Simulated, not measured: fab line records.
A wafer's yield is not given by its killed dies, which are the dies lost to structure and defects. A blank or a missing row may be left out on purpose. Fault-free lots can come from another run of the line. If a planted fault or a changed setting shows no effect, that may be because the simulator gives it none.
Code-filled problem report in 8D (eight disciplines) form || flow nand harc || the parts of the form that need people (team, actions taken, sign-off) are left out

1. WHAT WENT WRONG
At NHARC_A_CHANNEL_HOLE_D2_ETCH_44, oes product au averages 0.913 a.u. over 2 wafers from 2 lots, while fault-free wafers read 0.999 a.u., standard deviation 0.0079. Relative to the usual mean, that is a shift of -11 standard deviations.
The step: etches the open film in CF4/O2, target depth 140 nm, overetch 14 nm, time 77 s.
The first sign was on wafer L157.1 at day 18 21:35, on rie diel-01. Wafers with a number at this step in the record: 42, from 14 lots. Rule for "out", or "out of limits": more than 4 standard deviations from the usual mean. Any other wafer with a number is counted as sound.

2. WHAT IT IS; WHAT IT IS NOT
{"question": "which readings at this step", "is": "oes product au", "is not": "drypump motor current A, mfc ar sccm, oes_o_777_au, rf fwd power W, rf vpp V, showerhead plenum p Torr, throttle valve pct"}
{"question": "which lots", "is": "L157, L159", "is not": "L144, L146, L147, L148, L149, L150, L151, L154, L155, L163, L165, L167"}
{"question": "which wafers of those lots", "is": "L157.1, L159.3", "is not": "L157.2, L157.3, L159.4, L159.6"}
{"question": "read on which tools", "is": "rie diel-01", "is not": "rie diel-02, rie diel-09"}
{"question": "when", "is": "from day 18 21:35", "is not": "up to then (29 sound wafers); but 11 sound wafers of L159, L163, L165, L167 came after"}

3. WHAT RULES OUT EACH SUSPECT
Counting: a tool at a process step up to the reading stays a suspect if it ran every lot that is out. Sound lots after the first of them don't rule it out here, since some wafers of a struck lot are sound.
- rie diel-01 at NHARC_A_CHANNEL_HOLE_D2_ETCH_44 (etches the open film in CF4/O2, target depth 140 nm, overetch 14 nm, time 77 s): kept. It processed each lot that is out (first: L157, day 18 21:35); up to then, its last sound lot is L151 (day 16 07:41). Its own readings are out on those wafers: oes product au.
- rie diel-01, NHARC_A_CHANNEL_HOLE_D2_ETCH_44: wafers that are out in chamber 1, sound lot-mates in chambers 0, 2, 3.
After counting, what remains is rie diel-01 at NHARC_A_CHANNEL_HOLE_D2_ETCH_44.

4. THE CAUSE (what the simulator had put in)
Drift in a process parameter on rie diel-01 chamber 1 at NHARC_A_CHANNEL_HOLE_D2_ETCH_44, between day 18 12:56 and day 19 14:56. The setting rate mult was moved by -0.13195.
After counting, this tool was the only one left.

5. THE CHAIN OF EFFECTS, in route order
Each row: a reading whose mean over the struck wafers that have a number lies more than 3 standard deviations from the usual. Only readings whose record carries a usual standard deviation are examined. hours: median over the lots of the time between each lot's start at the first step of this table that gives one and its start at this step. sigmas: the change, counted in usual standard deviations.
{"hours": 0, "step": "NHARC_A_CHANNEL_HOLE_D2_ETCH_44", "reading": "oes product au", "usual": "0.999 a.u.", "on struck wafers": 0.913, "change": -0.086, "sigmas": -11}
The process steps in it:
- NHARC_A_CHANNEL_HOLE_D2_ETCH_44: etches the open film in CF4/O2, target depth 140 nm, overetch 14 nm, time 77 s.

6. HOW IT WOULD HAVE BEEN CAUGHT EARLIER
In this record no reading fell out of limits until day 18 21:35, 9 hours after the fault had begun at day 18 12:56.
